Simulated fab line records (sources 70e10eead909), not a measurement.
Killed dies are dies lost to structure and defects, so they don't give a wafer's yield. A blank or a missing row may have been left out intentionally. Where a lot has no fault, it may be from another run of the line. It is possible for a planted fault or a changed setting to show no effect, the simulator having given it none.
Which tool is to blame?    flow nand_harc    24 lots, 72 wafers sampled, at 4 steps of a route of 1302

WHAT THE GAUGES SHOWED, per wafer
NHARC_P_BONDPAD_CD_MEAS_09: the cd target is 500 nm. Usual: 500.0 nm for cd_nm, sd 1.2.
lot   measured      on         cd_nm (nm)         flag
L074  day 6 22:01   cd_sem-01  502.9 499.8 500.8  
L076  day 7 13:41   cd_sem-03  500.9 497.6 500.6  
L075  day 7 14:17   cd_sem-03  499.7 500.5 498.4  
L077  day 7 19:30   cd_sem-02  500.7 498.6 499.3  
L078  day 8 08:31   cd_sem-03  500.9 500.2 499.4  
L079  day 8 15:51   cd_sem-03  500.7 499.7 500.3  
L080  day 8 23:32   cd_sem-03  500.4 499.1 500.8  
L081  day 9 10:50   cd_sem-03  500.1 501.4 501.8  
L082  day 9 23:22   cd_sem-03  500.7 498.5 501.4  
L083  day 10 06:44  cd_sem-02  499.7 500.7 500.1  
L084  day 10 21:02  cd_sem-01  498.7 498.9 500.7  
L085  day 11 00:56  cd_sem-01  499.3 501.0 500.1  
L086  day 11 14:56  cd_sem-02  501.9 500.8 500.8  
L087  day 11 22:50  cd_sem-03  503.4 503.2 501.7  
L088  day 12 16:40  cd_sem-03  500.1 499.3 499.0  
L089  day 12 17:59  cd_sem-02  500.4 499.6 500.9  
L090  day 13 07:35  cd_sem-01  500.5 500.3 497.5  
L091  day 13 08:35  cd_sem-01  498.9 497.7 497.9  
L092  day 14 17:35  cd_sem-03  499.7 499.4 498.8  
L093  day 14 18:01  cd_sem-01  500.8 500.9 499.8  
L094  day 14 23:41  cd_sem-02  501.5 501.6 500.8  
L095  day 15 12:18  cd_sem-01  499.4 501.3 500.8  
L096  day 15 21:53  cd_sem-02  500.0 500.8 499.4  
L097  day 16 05:59  cd_sem-02  500.9 499.6 498.4  

NHARC_A_ONON_D1_THK_MEAS_14: measures by ellipsometry. Usual: 1001 nm for thk_nm, sd 6.8.
lot   measured      on             thk_nm (nm)     flag
L074  day 8 03:46   film_metro-01  987 986 986     
L076  day 8 18:34   film_metro-01  1020 1020 1018  
L075  day 8 18:34   film_metro-02  996 998 996     
L077  day 9 00:46   film_metro-01  996 994 996     
L078  day 9 13:16   film_metro-02  1002 1003 1003  
L079  day 9 21:44   film_metro-02  1011 1011 1013  
L080  day 10 05:36  film_metro-01  993 995 995     
L081  day 10 18:17  film_metro-01  1003 1003 1003  
L082  day 11 04:51  film_metro-02  998 999 997     
L083  day 11 10:52  film_metro-01  1002 1002 1003  
L084  day 12 01:51  film_metro-02  1004 1005 1005  
L085  day 12 06:00  film_metro-01  999 999 999     
L086  day 12 20:07  film_metro-01  994 993 993     
L087  day 13 03:26  film_metro-01  1000 1000 1000  
L088  day 14 01:22  film_metro-01  1003 1002 1001  
L089  day 14 01:19  film_metro-02  1001 1001 1001  
L090  day 14 12:50  film_metro-02  1009 1008 1007  
L091  day 14 12:58  film_metro-02  1008 1006 1007  
L092  day 15 22:31  film_metro-01  998 996 995     
L093  day 15 22:31  film_metro-02  994 995 995     
L094  day 16 07:46  film_metro-01  1007 1008 1007  
L095  day 16 19:50  film_metro-01  1003 999 1001   
L096  day 17 01:51  film_metro-01  995 997 997     
L097  day 17 15:44  film_metro-01  1006 1005 1004  

NHARC_A_ONON_D1_THK_MEAS_34: measures by ellipsometry. Usual: 200.4 nm for thk_nm, sd 2.7.
lot   measured      on             thk_nm (nm)        flag
L074  day 8 14:13   film_metro-01  197.8 199.1 204.1  
L076  day 9 07:44   film_metro-02  197.0 197.8 202.8  
L075  day 9 07:57   film_metro-02  200.4 202.9 201.8  
L077  day 9 12:41   film_metro-02  202.4 204.0 200.2  
L078  day 10 00:02  film_metro-02  201.4 200.4 199.9  
L079  day 10 10:07  film_metro-02  200.3 195.7 203.3  
L080  day 10 16:22  film_metro-02  199.8 201.6 201.8  
L081  day 11 04:49  film_metro-01  202.7 198.0 200.5  
L082  day 11 15:22  film_metro-02  201.9 201.1 203.5  
L083  day 11 22:13  film_metro-01  202.4 209.0 203.0  
L084  day 12 12:25  film_metro-01  200.9 195.9 201.3  
L085  day 12 17:57  film_metro-01  198.2 197.2 202.7  
L086  day 13 09:11  film_metro-01  198.0 199.4 200.6  
L087  day 13 13:59  film_metro-01  197.9 202.2 199.1  
L088  day 14 13:04  film_metro-02  202.9 203.2 203.4  
L089  day 14 13:06  film_metro-01  200.5 198.9 201.0  
L090  day 14 23:20  film_metro-01  200.7 198.1 204.8  
L091  day 14 23:20  film_metro-02  198.0 203.9 200.8  
L092  day 16 09:10  film_metro-01  199.6 202.4 200.6  
L093  day 16 09:01  film_metro-01  204.2 203.5 203.1  
L094  day 16 18:18  film_metro-01  199.6 195.9 199.1  
L095  day 17 06:22  film_metro-02  196.7 202.5 200.9  
L096  day 17 13:31  film_metro-02  197.8 193.3 199.8  
L097  day 18 02:47  film_metro-02  199.1 197.8 199.5  

NHARC_A_CHANNEL_HOLE_D1_OVL_MEAS_11. Usual: overlay_x_nm -0.2 nm, standard deviation 0.86; overlay_y_nm 0.0 nm, standard deviation 0.81.
lot   measured      on          overlay_x_nm (nm)  overlay_y_nm (nm)  flag
L074  day 8 17:53   overlay-02  -0.8 -0.2 -1.3     0.0 0.2 1.0        
L076  day 9 10:38   overlay-01  -0.1 -0.8 0.2      0.4 0.9 0.2        
L075  day 9 12:01   overlay-02  0.0 0.1 0.3        1.1 0.6 1.2        
L077  day 9 15:33   overlay-02  1.6 1.0 1.3        0.7 0.9 0.7        
L078  day 10 02:53  overlay-02  0.0 -0.6 -0.4      -0.6 -0.9 -0.1     
L079  day 10 14:26  overlay-01  0.1 0.0 -0.2       -0.3 -0.6 -0.8     
L080  day 10 22:01  overlay-01  -0.3 -0.7 -0.8     0.9 0.6 0.0        
L081  day 11 10:17  overlay-01  -1.4 -0.8 -1.6     -1.3 -1.6 -1.7     
L082  day 11 19:44  overlay-01  0.8 1.1 1.2        0.2 -0.1 0.3       
L083  day 12 00:58  overlay-02  1.7 1.7 1.6        0.9 0.8 1.3        
L084  day 12 15:17  overlay-02  -1.1 -0.7 -0.4     0.0 0.3 0.2        
L085  day 12 20:43  overlay-01  -1.2 -1.2 -1.5     -0.6 0.4 0.0       
L086  day 13 15:21  overlay-02  0.5 1.0 0.5        0.7 0.8 0.8        
L087  day 13 20:51  overlay-01  -0.4 -0.2 -0.6     -0.9 -0.9 -1.3     
L088  day 14 18:09  overlay-01  0.7 0.9 0.9        0.1 -0.5 -0.2      
L089  day 14 19:36  overlay-01  -0.8 -0.8 -1.1     -1.8 -1.5 -1.8     
L090  day 15 04:20  overlay-02  0.1 0.1 0.0        0.8 0.6 0.9        
L091  day 15 03:54  overlay-01  -0.7 -1.0 -0.7     0.2 0.2 0.8        
L092  day 16 13:14  overlay-02  -0.9 -1.0 -1.1     -0.1 0.7 0.1       
L093  day 16 11:55  overlay-02  -0.5 0.1 -0.1      -0.1 -0.7 -0.8     
L094  day 17 02:45  overlay-01  -1.0 -0.9 -1.4     -0.8 -0.5 -0.4     
L095  day 17 09:06  overlay-01  0.2 -1.2 -0.6      1.3 1.4 0.9        
L096  day 17 18:57  overlay-01  0.1 0.1 0.3        0.1 0.2 0.3        
L097  day 18 05:38  overlay-02  0.7 1.2 0.7        -1.1 -1.2 -1.1     

EACH LOT AND THE TOOL THAT RAN IT (in order: tool; ch and the chambers of the sampled wafers; start)
There is no process step in the record ahead of these readings.

AS READ BY THE TOOLS THEMSELVES (means over the sampled wafers that have a number; for cases with no such wafer, the mark the record gives instead)
The record holds no such reading with a usual standard deviation.

THE ANSWER, worked out from the rows above alone
Rule: a lot is off if the mean of its wafers that have a number lies more than 3 standard deviations from the usual mean. Also off: a lot with no number at a reading for which 4 or more lots have one. All remaining lots with rows at the step are treated as sound. Order of review: gauges by route order, followed by the tools' own readings, for which a lot's mean as printed above is used. At the first step where some lot is off, the reading lying furthest off is the one used; lots without a number count as furthest.
No lot is off at any reading shown: from this, nothing can be told.

WHAT THE SIMULATOR PUT IN
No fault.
